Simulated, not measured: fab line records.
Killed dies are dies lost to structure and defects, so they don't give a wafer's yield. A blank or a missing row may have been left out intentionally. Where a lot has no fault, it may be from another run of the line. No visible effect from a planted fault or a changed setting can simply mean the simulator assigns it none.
Matching of chambers -- flow n5Finfet -- 4 sister chambers for N5_HKMG_FIN_ALD_74 on aldHk-03
The step deposits La2O3, target thk 0.5 nm, pulse time 6 s, co reactant pulse time 1 s. 14 wafers are shown with their chamber, then 7 later ones without.

EACH WAFER AND ITS CHAMBER
wafer,chamber,heaterPowerW (W),precursorPulseHeightRel
L075.1,2,323,1.002
L075.2,1,407,1.005
L075.3,0,378,1.026
L075.4,3,309,1.022
L075.5,0,380,0.970
L075.6,1,397,0.976
L077.1,2,338,1.017
L077.2,3,305,1.035
L077.3,1,409,1.004
L077.4,0,378,1.016
L077.5,1,393,0.994
L077.6,0,379,0.976
L082.2,2,340,1.045
L082.5,0,381,0.985

SIGNATURES (means of the wafers above)
reading,chamber 0,chamber 1,chamber 2,chamber 3,scatter within a chamber
heaterPowerW,379.20,401.50,333.67,307.00,6.05
precursorPulseHeightRel,0.99460,0.99475,1.02133,1.02850,0.0202
Rule: a wafer lies at a distance from a chamber equal to the root of the sum of squares, over the readings, of (its reading less the chamber's mean, divided by the reading's scatter). If the next closest chamber is less than 2 further off than the closest, the wafer can't be placed; otherwise it belongs to the closest. The scatter: take each reading less its chamber's mean, square it, sum over the shown wafers, divide by the number of wafers less the number of chambers, and take the root.

WAFERS WHOSE CHAMBER IS MISSING
wafer,heaterPowerW (W),precursorPulseHeightRel
L082.6,413,1.038
L084.1,326,0.969
L084.3,402,0.995
L084.6,378,1.015
L090.1,304,0.949
L090.4,330,1.035
L090.6,400,0.999

CHAMBER TAKEN BY EACH
wafer,from the rows above,in truth
L082.6,1,1
L084.1,can't be placed: 2 or 3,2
L084.3,1,1
L084.6,0,0
L090.1,3,3
L090.4,2,2
L090.6,1,1
Placed correctly: 6 of 7. These rows do not allow placing 1 (true chamber among the candidates in 1). 0 placed wrongly.
